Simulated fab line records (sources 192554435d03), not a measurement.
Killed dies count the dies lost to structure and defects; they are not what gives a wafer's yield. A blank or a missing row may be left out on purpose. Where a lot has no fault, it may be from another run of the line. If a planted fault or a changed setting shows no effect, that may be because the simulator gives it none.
Split-lot study    flow n5 finfet    on a route of 1938 steps: 7 lots, 21 wafers read

== ABOUT THE SPLIT ==
At N5_BEOL_M7_ILD_DEP_00 (deposits SiCOH lowk from DEMS/porogen, target thk 179.75 nm, time 33.4 s), the setting time s was moved away from the recipe's 33.4 s on 10 of the 21 wafers read, by -8.8% to +13.4%. All remaining wafers had this setting at the recipe value.

== BETWEEN THE SPLIT AND THE READING: the file shows 1 step in between ==
- N5_BEOL_M7_CURE_74: cures SiCOH lowk, time 240 s

== THE READING ==
M7_ILD_THK at N5_BEOL_M7_THK_MEAS_01, in nm. Fault-free wafers of this fab line usually give 155.1 nm, standard deviation 1.8 nm.

wafer   tool, chamber at the split  time s as run, s  against the recipe  M7_ILD_THK, nm  against lot-mates on the recipe
L075.2  pecvd-03, 1                 33.4              recipe              152.6           -
L075.4  pecvd-03, 2                 33.4              recipe              155.4           -
L075.6  pecvd-03, 1                 33.4              recipe              155.7           -
L077.2  pecvd-03, 0                 33.4              recipe              154.6           -
L077.3  pecvd-03, 1                 36.37             +8.9%               166.4           +9.4
L077.6  pecvd-03, 0                 33.4              recipe              159.4           -
L085.3  pecvd-01, 1                 33.4              recipe              153.4           -
L085.4  pecvd-01, 2                 33.4              recipe              154.8           -
L085.6  pecvd-01, 0                 33.4              recipe              155.1           -
L087.2  pecvd-04, 1                 33.4              recipe              155.6           -
L087.3  pecvd-04, 0                 30.45             -8.8%               140.4           -15.2
L087.6  pecvd-04, 1                 30.45             -8.8%               142.6           -13.0
L090.2  pecvd-01, 1                 37.89             +13.4%              176.7           no lot-mate on the recipe
L090.5  pecvd-01, 0,1               37.89             +13.4%              178.0           no lot-mate on the recipe
L090.6  pecvd-01, 0,1               37.89             +13.4%              178.1           no lot-mate on the recipe
L094.2  pecvd-03, 1                 36.6              +9.6%               166.9           +9.2
L094.3  pecvd-03, 2                 36.6              +9.6%               167.6           +9.9
L094.6  pecvd-03, 2                 33.4              recipe              157.7           -
L096.1  pecvd-01, 1                 30.52             -8.6%               141.5           -14.4
L096.2  pecvd-01, 2                 33.4              recipe              155.9           -
L096.4  pecvd-01, 2                 30.52             -8.6%               144.6           -11.3
If several chambers appear in one row, that row covers several wafers at once and the file leaves open which wafer was in which chamber.

FIT RESULTS
A straight line over all 21 wafers: M7_ILD_THK changes by +1.51 nm for each +1% of time s; r = +0.98; the points scatter about the line by 2 nm.
The same after taking each lot's own level away (the mean of its wafers on the recipe; 18 wafers): +1.29 nm for each +1%; r = +0.97; scatter 1.8 nm.
That fit puts the effect of the largest move of time s on the reading at 17 nm.
Across the lots, their own levels run from 154.43 to 157.70 nm, a range of 1.8 times the standard deviation given above.
Thus the slope moves with the lot-to-lot level: the two fits are different.
Check: for one of the wafers moved furthest among these (+9.6%), held out of the fit, the line's prediction against its lot-mates is +12.1 nm. It came out at +9.2 nm against them.

== THESE WAFERS: OTHER SPLITS ==
Before the reading, these wafers also passed through other splits. Each is held against what the fit with the lots' levels taken away leaves over:
other split on the same wafers              wafers away from the commonest value  r with M7_ILD_THK (lot level and that fit taken away)
N5_BEOL_M6_ALD_77 co reactant pulse time s  7                                     +0.03

== THE WHOLE CHAIN: every reading that the file lists as answering this split, in the file's order ==
step                    what it does                                                              reading                                                                                   change (the file's fit)               r (the file's)
N5_BEOL_M7_ILD_DEP_00   deposits SiCOH lowk from DEMS/porogen, target thk 179.75 nm, time 33.4 s  SiCOH_lowk_of_BEOL_M7_ILD_DEP_00.thk nm (the simulator's own value, which no gauge read)  +1.46 nm for each +1% of the setting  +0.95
N5_BEOL_M7_CURE_74      cures SiCOH lowk, time 240 s                                              SiCOH_lowk_of_BEOL_M7_ILD_DEP_00.thk nm (the simulator's own value, which no gauge read)  +1.28 nm for each +1% of the setting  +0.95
N5_BEOL_M7_THK_MEAS_01                                                                            M7_ILD_THK                                                                                +1.27 for each +1% of the setting     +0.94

== THE FILE'S OWN FIT ==
M7_ILD_THK changes by +1.27 nm for each +1% of time s, r = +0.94.
